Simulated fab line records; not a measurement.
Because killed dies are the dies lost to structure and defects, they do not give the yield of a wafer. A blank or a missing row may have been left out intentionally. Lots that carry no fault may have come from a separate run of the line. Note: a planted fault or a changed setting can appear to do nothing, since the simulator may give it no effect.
fab line records	flow n5_finfet
record: lots: 7	wafers: 21
route steps=1938 shown FIN_CUT@156 DUMMY_GATE@215 SD_EPI_N@268 SDB@348 HKMG_FIN@406
start_h: the number of hours between the record's first day and the start of the first shown wafer of the lot	wait_h: hours since the lot's step before	" identical to the entry in the row above	L1.1+2: a row that stands for several wafers	- no value, or no start given	* or withheld: withheld	< > ~ a bound
route shown NAME@n: names a module that has steps shown in the file, with the first one's number in the route	usual: mean and standard deviation over wafers with no fault	same: alike in all rows	chamber/n: place in a boat	sites: the reading at each site	_std_site: standard deviation across them	_edge_site: mean of outer sites minus mean of inner sites	radius_mm: how far each site lies from the wafer's centre	mask NAME#n: copy n	behind: the tool/chamber that last shaped the wafer	hold: cause of the lot's hold/its duration in hours/its outcome	device: which transistor (n, p or np) failed to switch	end of line: at the end of the route, the tests of the same wafers	a step with no rows: only its recipe	killed: the dies lost at the first sort to structure and to defects; this is not the yield of the wafer	map: the dies of a wafer, with x for killed, . for not killed, _ for no die there
set.NAME: the run value of the setting; set.NAME@STEP: its run value at that earlier step	model.NAME: the simulator's own value behind a step, which no gauge read
lots whose settings were changed on purpose; a table a step, a row a wafer
== steps ==
step: N5_FIN_CUT_COAT_29
recipe: resist: underlayer	temp_c: 205	time_s: 60	spin_rpm: 1500	resist_thk_nm: 10
lot.wafer	tool	chamber	start_h	wait_h	set.spin_rpm	model.underlayer_of_FIN_CUT_COAT_29.thk_nm
L074.2+4	litho_track-05	0	-	-	1500	10
L074.6	"	0	"	"	1583	9.8
L075.1	litho_track-05	0	-	-	1500	10
L075.4+5	"	0	"	"	1371	10.4
L078.1+3+6	litho_track-03	0	-	-	1500	10
L089.1+3+4	litho_track-03	0	-	-	1500	10
L090.4+5	litho_track-03	0	-	-	1500	10
L090.6	"	0	"	"	1387	10.4
L091.2+3	litho_track-03	0	-	-	1500	10
L091.4	"	0	"	"	1566	9.8
L096.1+3	litho_track-02	0	-	-	1500	10
L096.5	"	0	"	"	1552	9.8
step: N5_FIN_CUT_COAT_02
recipe: resist: CAR-EUV	spin_rpm: 1500	resist_thk_nm: 30
step: N5_FIN_CUT_EBR_04
recipe: solvent: PGMEA	ebr_width_mm: 1.5
step: N5_FIN_CUT_DESCUM_13
recipe: chemistry: O2	time_s: 7	source_power_w: 50	bias_power_w: 20	pressure_mtorr: 20	rf_frequency_hz: 2.712e+07	temp_c: 40	resist: CAR-EUV	o2_flow_sccm: 225
step: N5_FIN_CUT_ETCH_30
recipe: chemistry: N2/H2	target: underlayer	target_depth_a: 130	mask_material: CAR-EUV	time_s: 10.4	ion_energy_ev: 200	pressure_mtorr: 30	source_w: 840	bias_w: 150	n2_flow_sccm: 200	h2_flow_sccm: 200	ends: cleared
lot.wafer	tool	chamber	start_h	wait_h	set.spin_rpm@FIN_CUT_COAT_29	model.etch.depth_nm	model.CAR-EUV_of_FIN_CUT_COAT_02.thk_nm
L074.2	rie_diel-02	2	27.02	0.0	1500	9.966	14.6
L074.4	"	0	"	"	1500	10.04	14.6
L074.6	"	2	"	"	1583	9.742	15
L075.1	rie_diel-03	0	33.48	0.0	1500	9.974	14.8
L075.4	"	1	"	"	1371	10.46	14.2
L075.5	"	3	"	"	1371	10.44	14
L078.1	rie_diel-02	3	50.72	0.0	1500	10.05	14.8
L078.3	"	2	"	"	1500	10.05	14.6
L078.6	"	1	"	"	1500	10.03	14.6
L089.1	rie_diel-03	0	117.17	0.0	1500	9.988	14.8
L089.3	"	2	"	"	1500	9.999	14.6
L089.4	"	1	"	"	1500	9.994	14.6
L090.4+5	rie_diel-01	3,0	122.77	0.0	1500	10.05	14.4
L090.6	"	1	"	"	1387	10.46	14.2
L091.2	rie_diel-01	3	130.24	0.0	1500	10.09	14.4
L091.3	"	1	"	"	1500	10.07	14.6
L091.4	"	0	"	"	1566	9.822	14.8
L096.1	rie_diel-02	1	158.58	0.0	1500	10	14.6
L096.3	"	3	"	"	1500	10.01	14.8
L096.5	"	3	"	"	1552	9.82	15
step: N5_FIN_CUT_ETCH_20
recipe: chemistry: CF4	target: SiARC	target_depth_a: 260	mask_material: CAR-EUV	time_s: 43.3	ion_energy_ev: 80	pressure_mtorr: 40	source_w: 545	bias_w: 36	Ar_flow_sccm: 100	cf4_flow_sccm: 100	ends: cleared
lot.wafer	tool	chamber	start_h	wait_h	set.spin_rpm@FIN_CUT_COAT_29	model.underlayer_of_FIN_CUT_COAT_29.thk_nm
L074.2	rie_diel-02	2	27.04	0.0	1500	9.2
L074.4	"	0	"	"	1500	9.4
L074.6	"	2	"	"	1583	9
L075.1	rie_diel-03	0	33.50	0.0	1500	9.2
L075.4+5	"	1,3	"	"	1371	9.8
L078.1+3+6	rie_diel-02	3,2,1	50.74	0.0	1500	9.4
L089.1+3+4	rie_diel-03	0,2,1	117.19	0.0	1500	9.2
L090.4+5	rie_diel-01	3,0	122.79	0.0	1500	9.4
L090.6	"	1	"	"	1387	9.8
L091.2+3	rie_diel-01	3,1	130.26	0.0	1500	9.4
L091.4	"	0	"	"	1566	9
L096.1+3	rie_diel-02	1,3	158.60	0.0	1500	9.2
L096.5	"	3	"	"	1552	9
step: N5_FIN_CUT_ETCH_21
recipe: chemistry: N2/H2	target: SOC	target_depth_a: 2190	overetch_a: 438	mask_material: SiARC	temp_c: 40	ion_energy_ev: 100	bias_w: 61	time_s: 523.5	pressure_mtorr: 30	source_w: 850	n2_flow_sccm: 200	h2_flow_sccm: 200
lot.wafer	tool	chamber	start_h	wait_h	set.spin_rpm@FIN_CUT_COAT_18	model.etch.depth_nm
L074.2	rie_diel-02	2	27.08	0.0	1500	230.7
L074.4	"	0	"	"	1500	231.1
L074.6	"	2	"	"	1409	238.1
L075.1	rie_diel-03	0	33.54	0.0	1411	237.7
L075.4	"	1	"	"	1411	237.9
L075.5	"	3	"	"	1500	230.3
L078.1+3	rie_diel-02	3,2	50.78	0.0	1500	230.4
L078.6	"	1	"	"	1601	222.6
L089.1	rie_diel-03	0	117.22	0.0	1500	229.5
L089.3	"	2	"	"	1500	229.1
L089.4	"	1	"	"	1500	228.3
L090.4	rie_diel-01	3	122.82	0.0	1500	230.3
L090.5	"	0	"	"	1500	230.9
L090.6	"	1	"	"	1583	225
L091.2	rie_diel-01	3	130.30	0.0	1381	240
L091.3	"	1	"	"	1500	230.3
L091.4	"	0	"	"	1500	230.1
L096.1	rie_diel-02	1	158.64	0.0	1500	229.7
L096.3	"	3	"	"	1555	226.8
L096.5	"	3	"	"	1500	229.8
step: N5_DUMMY_GATE_CVD_03
recipe: material: a-Si	target_thk_a: 1500	temp_c: 530	precursor: SiH4	time_s: 8042
lot.wafer	tool	chamber	start_h	wait_h	set.temp_c	model.a-Si_of_DUMMY_GATE_CVD_03.thk_nm
L074.2	-	-	-	0.1	530	150.8
L074.4	"	-	"	"	530	151.6
L074.6	"	-	"	"	530	152.2
L075.1	-	-	-	0.1	514.9	97
L075.4	"	-	"	"	514.9	96.6
L075.5	"	-	"	"	514.9	97.6
L078.1	-	-	-	0.1	538.2	189.8
L078.3	"	-	"	"	538.2	188.8
L078.6	"	-	"	"	538.2	190
L089.1	lpcvd-01	0/15	127.73	0.1	530	149
L089.3	"	0/25	"	"	530	148
L089.4	"	0/29	"	"	530	148.6
L090.4	-	-	-	0.1	519.8	113.8
L090.5	"	-	"	"	519.8	112.4
L090.6	"	-	"	"	519.8	114.2
L091.2	-	-	-	0.1	512.5	92.4
L091.3	"	-	"	"	512.5	93.4
L091.4	"	-	"	"	512.5	93
L096.1	-	-	-	0.1	553.6	288.6
L096.3	"	-	"	"	553.6	287.8
L096.5	"	-	"	"	553.6	287.2
step: N5_DUMMY_GATE_COAT_28
recipe: resist: underlayer	temp_c: 205	time_s: 60	spin_rpm: 1500	resist_thk_nm: 10
lot.wafer	tool	chamber	start_h	wait_h	set.spin_rpm	model.underlayer_of_DUMMY_GATE_COAT_28.thk_nm
L074.2+4+6	litho_track-05	0	-	-	1500	10
L075.1+4+5	litho_track-01	0	-	-	1500	10
L078.1+3	litho_track-01	0	-	-	1636	9.6
L078.6	"	0	"	"	1500	10
L089.1+3+4	litho_track-04	0	-	-	1500	10
L090.4+6	litho_track-01	0	-	-	1552	9.8
L090.5	"	0	"	"	1500	10
L091.2+3+4	litho_track-04	0	-	-	1500	10
L096.1+5	litho_track-05	0	-	-	1643	9.6
L096.3	"	0	"	"	1500	10
step: N5_SD_EPI_N_PEB_07
recipe: peb_temp_c: 110	peb_time_s: 60	resist: CAR-ArF-block
lot.wafer	tool	chamber	start_h	wait_h	set.peb_time_s
L074.2	litho_track-01	0	48.67	0.0	60
L074.4+6	"	0	"	"	68.25
L075.1+4+5	litho_track-03	0	56.98	0.1	60
L078.1+6	litho_track-01	0	71.82	0.1	70.94
L078.3	"	0	"	"	60
L089.1+3+4	litho_track-02	0	140.23	0.1	60
L090.4	litho_track-03	0	143.76	0.0	50.43
L090.5+6	"	0	"	"	60
L091.2+3+4	litho_track-03	0	151.40	0.0	60
L096.1+3+5	litho_track-03	0	184.33	0.1	60
step: N5_SD_EPI_N_DEVELOP_08
recipe: develop_time_s: 30	developer: TMAH	resist: CAR-ArF-block	dev_temp_c: 23	rinse_liquid: diw	dry: air_spin
step: N5_SD_EPI_N_CD_MEAS_09
recipe: target_cd_nm: 120	landing_energy_ev: 500	detector: se_inlens
usual: cd_nm: 119.7/1.1
lot.wafer	tool	chamber	start_h	wait_h	set.peb_time_s@SD_EPI_N_PEB_07	cd_nm
L074.2	cd_sem-03	0	48.73	-	60	119.0
L074.4	"	0	"	"	68.25	124.1
L074.6	"	0	"	"	68.25	123.3
L075.1	cd_sem-02	0	57.05	-	60	119.4
L075.4	"	0	"	"	60	118.0
L075.5	"	0	"	"	60	119.1
L078.1	cd_sem-03	0	71.89	-	70.94	127.4
L078.3	"	0	"	"	60	120.9
L078.6	"	0	"	"	70.94	125.5
L089.1	cd_sem-03	0	140.29	-	60	118.9
L089.3	"	0	"	"	60	120.0
L089.4	"	0	"	"	60	119.7
L090.4	cd_sem-02	0	143.83	-	50.43	114.6
L090.5	"	0	"	"	60	118.4
L090.6	"	0	"	"	60	120.9
L091.2	cd_sem-02	0	151.46	-	60	119.1
L091.3	"	0	"	"	60	120.4
L091.4	"	0	"	"	60	119.9
L096.1	cd_sem-02	0	184.40	-	60	118.8
L096.3	"	0	"	"	60	117.4
L096.5	"	0	"	"	60	119.7
step: N5_SD_EPI_N_DESCUM_14
recipe: chemistry: O2	time_s: 7.9	source_power_w: 50	bias_power_w: 20	pressure_mtorr: 20	rf_frequency_hz: 2.712e+07	temp_c: 40	resist: CAR-ArF-block	o2_flow_sccm: 225
lot.wafer	tool	chamber	start_h	wait_h	set.peb_time_s@SD_EPI_N_PEB_07	model.SD_EPI_N.cd_nm
L074.2	rie_diel-06	0	48.82	0.0	60	119.2
L074.4	"	1	"	"	68.25	123.6
L074.6	"	1	"	"	68.25	123.4
L075.1	rie_diel-06	0	57.14	0.0	60	119.4
L075.4	"	3	"	"	60	118.6
L075.5	"	1	"	"	60	119.2
L078.1	rie_diel-04	0	71.98	0.0	70.94	127.4
L078.3	"	2	"	"	60	120.8
L078.6	"	3	"	"	70.94	125.4
L089.1	rie_diel-04	2	140.40	0.1	60	118.8
L089.3	"	1	"	"	60	120
L089.4	"	3	"	"	60	119.6
L090.4	rie_diel-06	2	143.92	0.0	50.43	114.4
L090.5	"	1	"	"	60	118.8
L090.6	"	0	"	"	60	120.8
L091.2	rie_diel-04	0	151.55	0.0	60	119
L091.3	"	2	"	"	60	120.6
L091.4	"	1	"	"	60	120
L096.1	rie_diel-05	3	184.49	0.0	60	118.8
L096.3	"	0	"	"	60	117.4
L096.5	"	3	"	"	60	119.6
step: N5_SD_EPI_N_ETCH_45
recipe: chemistry: CH3F/O2	target: SiOCN	target_depth_a: 60	mask_material: SOC	ion_energy_ev: 60	bias_w: 29	pressure_mtorr: 15	source_w: 410	Ar_flow_sccm: 150	CH3F_flow_sccm: 30	O2_flow_sccm: 20
lot.wafer	tool	chamber	start_h	wait_h	set.target_depth_a	model.etch.depth_nm
L074.2	rie_diel-06	0	49.34	0.1	60	5.792
L074.4	"	1	"	"	60	6.169
L074.6	"	1	"	"	60	6.14
L075.1	rie_diel-06	0	57.65	0.1	60	5.807
L075.4	"	3	"	"	67.04	6.671
L075.5	"	1	"	"	67.04	6.84
L078.1	rie_diel-04	0	72.49	0.1	60	6.008
L078.3	"	2	"	"	62.84	6.471
L078.6	"	3	"	"	60	6.039
L089.1	rie_diel-04	2	140.92	0.1	60	6.123
L089.3	"	1	"	"	60	5.964
L089.4	"	3	"	"	60	5.99
L090.4	rie_diel-06	2	144.43	0.1	55.32	5.626
L090.5	"	1	"	"	55.32	5.668
L090.6	"	0	"	"	60	5.8
L091.2	rie_diel-04	0	152.07	0.1	58.14	5.828
L091.3	"	2	"	"	60	6.099
L091.4	"	1	"	"	58.14	5.793
L096.1	rie_diel-05	3	185.01	0.1	56.3	5.591
L096.3	"	0	"	"	60	5.941
L096.5	"	3	"	"	60	5.95
step: N5_SDB_COAT_03
recipe: resist: SOC	temp_c: 250	time_s: 60	spin_rpm: 1500	resist_thk_nm: 100
lot.wafer	tool	chamber	start_h	wait_h	set.spin_rpm	model.SOC_of_SDB_COAT_03.thk_nm
L074.2+6	litho_track-04	0	66.12	0.1	1433	102.4
L074.4	"	0	"	"	1433	102.8
L075.1	litho_track-04	0	73.39	0.1	1500	99.6
L075.4	"	0	"	"	1500	100
L075.5	"	0	"	"	1500	99.8
L078.1	litho_track-01	0	88.76	0.1	1437	102.4
L078.3+6	"	0	"	"	1500	100.4
L089.1+4	litho_track-03	0	156.74	0.1	1500	100.4
L089.3	"	0	"	"	1500	100
L090.4+5+6	litho_track-04	0	160.06	0.0	1500	100.4
L091.2+3	litho_track-01	0	167.30	0.1	1500	100.4
L091.4	"	0	"	"	1500	100.2
L096.1	litho_track-03	0	202.15	0.1	1500	100
L096.3	"	0	"	"	1407	103.4
L096.5	"	0	"	"	1407	103.6
step: N5_SDB_COAT_04
recipe: resist: SiARC	temp_c: 220	time_s: 60	spin_rpm: 1500	resist_thk_nm: 18
step: N5_SDB_COAT_05
recipe: resist: CAR-ArF	spin_rpm: 1500	resist_thk_nm: 90
step: N5_SDB_DESCUM_16
recipe: chemistry: O2	time_s: 7.9	source_power_w: 50	bias_power_w: 20	pressure_mtorr: 20	rf_frequency_hz: 2.712e+07	temp_c: 40	resist: CAR-ArF	o2_flow_sccm: 225
step: N5_SDB_ETCH_17
recipe: chemistry: CF4	target: SiARC	target_depth_a: 234	mask_material: CAR-ArF	time_s: 39	ion_energy_ev: 80	pressure_mtorr: 40	source_w: 545	bias_w: 36	Ar_flow_sccm: 100	cf4_flow_sccm: 100	ends: cleared
step: N5_SDB_ETCH_18
recipe: chemistry: N2/H2	target: SOC	target_depth_a: 1000	overetch_a: 200	mask_material: SiARC	temp_c: 40	time_s: 150	ion_energy_ev: 200	pressure_mtorr: 30	source_w: 840	bias_w: 150	n2_flow_sccm: 200	h2_flow_sccm: 200
lot.wafer	tool	chamber	start_h	wait_h	set.spin_rpm@SDB_COAT_03	model.etch.depth_nm
L074.2+6	rie_diel-06	0,2	66.53	0.0	1433	102.4
L074.4	"	1	"	"	1433	102.9
L075.1	rie_diel-05	2	73.79	0.0	1500	99.54
L075.4	"	0	"	"	1500	99.94
L075.5	"	3	"	"	1500	99.87
L078.1	rie_diel-06	2	89.29	0.0	1437	102.4
L078.3+6	"	0,1	"	"	1500	100.4
L089.1+4	rie_diel-06	2,0	158.17	0.0	1500	100.4
L089.3	"	1	"	"	1500	100
L090.4+6	rie_diel-04	3,2	160.60	0.0	1500	100.4
L090.5	"	3	"	"	1500	100.3
L091.2	rie_diel-04	1	167.97	0.0	1500	100.5
L091.3	"	2	"	"	1500	100.4
L091.4	"	3	"	"	1500	100.2
L096.1	rie_diel-06	3	202.70	0.0	1500	99.93
L096.3	"	0	"	"	1407	103.3
L096.5	"	1	"	"	1407	103.5
step: N5_SDB_STRIP_19
recipe: chemistry: N2/H2	temp_c: 40	n2_flow_sccm: 200	h2_flow_sccm: 200	rf_frequency_hz: 6e+07
step: N5_SDB_STRIP_21
recipe: chemistry: CF4	resist: SiARC	power_w: 300	bias_power_w: 75	pressure_mtorr: 50	cf4_flow_sccm: 150	rf_frequency_hz: 6e+07
step: N5_SDB_HM_OPEN_20
recipe: chemistry: CH3F/O2	target: SiNx	mask_material: SOC	target_depth_a: 240	stop_on: poly-Si	over_etch_frac: 0.4	ion_energy_ev: 120	pressure_mtorr: 30	source_w: 395	bias_w: 73	Ar_flow_sccm: 150	CH3F_flow_sccm: 30	O2_flow_sccm: 20
lot.wafer	tool	chamber	start_h	wait_h	set.spin_rpm@SDB_COAT_03	model.SOC_of_SDB_COAT_03.thk_nm
L074.2	rie_diel-06	0	66.69	0.0	1433	87
L074.4	"	1	"	"	1433	86.6
L074.6	"	2	"	"	1433	86.4
L075.1	rie_diel-05	2	73.95	0.0	1500	83.2
L075.4	"	0	"	"	1500	84.6
L075.5	"	3	"	"	1500	84
L078.1	rie_diel-06	2	89.44	0.0	1437	86.6
L078.3	"	0	"	"	1500	85.2
L078.6	"	1	"	"	1500	84
L089.1	rie_diel-06	2	158.33	0.0	1500	84
L089.3	"	1	"	"	1500	83.8
L089.4	"	0	"	"	1500	84.8
L090.4+5	rie_diel-04	3	160.76	0.0	1500	84.4
L090.6	"	2	"	"	1500	84.2
L091.2	rie_diel-04	1	168.13	0.0	1500	84.4
L091.3	"	2	"	"	1500	84
L091.4	"	3	"	"	1500	84.2
L096.1	rie_diel-06	3	202.86	0.0	1500	83.8
L096.3	"	0	"	"	1407	87.6
L096.5	"	1	"	"	1407	86.4
step: N5_SDB_STRIP_22
recipe: chemistry: N2/H2	power_w: 1000	temp_c: 250	h2_frac: 0.65	overash_fraction: 0.3	pressure_mtorr: withheld	n2_flow_sccm: 1750	h2_flow_sccm: 3250
usual: strip_time_to_endpoint_s: 96.3/0.45
lot.wafer	tool	chamber	start_h	wait_h	set.spin_rpm@SDB_COAT_03	strip_time_to_endpoint_s
L074.2	plasma_asher-01	1	66.77	0.1	1433	99.0
L074.4	"	0	"	"	1433	98.7
L074.6	"	1	"	"	1433	98.5
L075.1	plasma_asher-01	1	74.03	0.1	1500	95.4
L075.4	"	1	"	"	1500	96.7
L075.5	"	0	"	"	1500	96.3
L078.1	plasma_asher-01	0	89.53	0.1	1437	98.7
L078.3	"	0	"	"	1500	97.3
L078.6	"	1	"	"	1500	96.2
L089.1	plasma_asher-02	1	158.41	0.1	1500	96.3
L089.3	"	1	"	"	1500	95.9
L089.4	"	0	"	"	1500	97.1
L090.4	plasma_asher-01	1	160.88	0.1	1500	96.5
L090.5	"	1	"	"	1500	96.6
L090.6	"	0	"	"	1500	96.3
L091.2	plasma_asher-01	1	168.21	0.1	1500	96.6
L091.3	"	1	"	"	1500	96.2
L091.4	"	0	"	"	1500	96.3
L096.1	plasma_asher-01	1	202.96	0.1	1500	96.0
L096.3	"	0	"	"	1407	99.7
L096.5	"	0	"	"	1407	98.6
step: N5_HKMG_FIN_ETCH_58
recipe: chemistry: N2/H2	target: SOC	target_depth_a: 2158	ion_energy_ev: 50	bias_w: 13	time_s: 741	pressure_mtorr: 30	source_w: 875	n2_flow_sccm: 200	h2_flow_sccm: 200
usual: rf_vpp_V: 99.3/0.91
lot.wafer	tool	chamber	start_h	wait_h	set.source_w	rf_vpp_V	model.etch.depth_nm	model.SOC_of_HKMG_FIN_COAT_41.thk_nm	model.HKMG_FIN.feature_depth_nm
L074.2	rie_diel-06	3	72.46	0.0	981.4	94.5	238.5	62.2	238.4
L074.4	"	1	"	"	875	99.1	223.8	77.8	223.8
L074.6	"	1	"	"	875	98.5	221.5	79	221.6
L075.1	rie_diel-06	1	82.61	0.0	875	98.7	222.2	79.4	222.2
L075.4	"	3	"	"	875	98.6	216.1	84	216
L075.5	"	2	"	"	917.2	98.3	225	75.4	225
L078.1	rie_diel-06	2	95.14	0.0	1030	93.9	251.1	49.2	251
L078.3	"	1	"	"	1030	94.7	260.7	40.4	260.6
L078.6	"	0	"	"	875	98.1	209.4	90.4	209.4
L089.1	rie_diel-05	2	164.85	0.0	875	99.9	219.5	80.8	219.6
L089.3	"	1	"	"	875	100.5	222.4	77.4	222.4
L089.4	"	3	"	"	875	98.7	211.2	89.4	211.2
L090.4	rie_diel-04	1	167.42	0.0	875	99.7	215.6	85	215.6
L090.5	"	1	"	"	821.1	101.9	204	97.2	204
L090.6	"	2	"	"	875	98.1	217.7	82.6	217.6
L091.2	rie_diel-06	0	174.17	0.0	875	97.1	208	93.6	208
L091.3	"	3	"	"	875	99.0	219.7	80.8	219.8
L091.4	"	0	"	"	994.1	94.2	231.1	70.2	231.2
L096.1	rie_diel-04	1	208.43	0.0	875	98.6	211.2	87.6	211.2
L096.3	"	2	"	"	875	100.4	216.4	82	216.4
L096.5	"	1	"	"	875	99.5	211	87.8	211
== key ==
split: step: N5_FIN_CUT_COAT_29	setting: spin_rpm	stated: 1500	by: wafer
response: step: N5_FIN_CUT_COAT_29	reading: model.underlayer_of_FIN_CUT_COAT_29.thk_nm	change: -0.0474	per: 1%	r: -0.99
response: step: N5_FIN_CUT_ETCH_30	reading: model.etch.depth_nm	change: -0.0537	per: 1%	r: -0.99
response: step: N5_FIN_CUT_ETCH_30	reading: model.CAR-EUV_of_FIN_CUT_COAT_02.thk_nm	change: +0.0628	per: 1%	r: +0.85
response: step: N5_FIN_CUT_ETCH_20	reading: model.underlayer_of_FIN_CUT_COAT_29.thk_nm	change: -0.0638	per: 1%	r: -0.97
split: step: N5_DUMMY_GATE_CVD_03	setting: temp_c	stated: 530	by: lot
response: step: N5_DUMMY_GATE_CVD_03	reading: model.a-Si_of_DUMMY_GATE_CVD_03.thk_nm	change: +24.7	per: 1%	r: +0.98
split: step: N5_DUMMY_GATE_COAT_28	setting: spin_rpm	stated: 1500	by: wafer
response: step: N5_DUMMY_GATE_COAT_28	reading: model.underlayer_of_DUMMY_GATE_COAT_28.thk_nm	change: -0.0439	per: 1%	r: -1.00
split: step: N5_SD_EPI_N_PEB_07	setting: peb_time_s	stated: 60	by: wafer
response: step: N5_SD_EPI_N_CD_MEAS_09	reading: cd_nm	change: +0.317	per: 1%	r: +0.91
response: step: N5_SD_EPI_N_DESCUM_14	reading: model.SD_EPI_N.cd_nm	change: +0.319	per: 1%	r: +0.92
split: step: N5_SD_EPI_N_ETCH_45	setting: target_depth_a	stated: 60	by: wafer
response: step: N5_SD_EPI_N_ETCH_45	reading: model.etch.depth_nm	change: +0.0653	per: 1%	r: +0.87
split: step: N5_SDB_COAT_03	setting: spin_rpm	stated: 1500	by: wafer
response: step: N5_SDB_COAT_03	reading: model.SOC_of_SDB_COAT_03.thk_nm	change: -0.537	per: 1%	r: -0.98
response: step: N5_SDB_ETCH_18	reading: model.etch.depth_nm	change: -0.539	per: 1%	r: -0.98
response: step: N5_SDB_HM_OPEN_20	reading: model.SOC_of_SDB_COAT_03.thk_nm	change: -0.504	per: 1%	r: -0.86
response: step: N5_SDB_STRIP_22	reading: strip_time_to_endpoint_s	change: *	per: 1%	r: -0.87
split: step: N5_HKMG_FIN_ETCH_58	setting: source_w	stated: 875	by: wafer
response: step: N5_HKMG_FIN_ETCH_58	reading: rf_vpp_V	change: -0.271	per: 1%	r: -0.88
response: step: N5_HKMG_FIN_ETCH_58	reading: model.etch.depth_nm	change: +1.92	per: 1%	r: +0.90
response: step: N5_HKMG_FIN_ETCH_58	reading: model.SOC_of_HKMG_FIN_COAT_41.thk_nm	change: -1.91	per: 1%	r: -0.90
response: step: N5_HKMG_FIN_ETCH_58	reading: model.HKMG_FIN.feature_depth_nm	change: +1.91	per: 1%	r: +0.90
split outside_this_file step=N5_FIN_CUT_COAT_18 setting=spin_rpm
split outside_this_file: this setting was split too, and the file shows its column; the key of that split is in another file
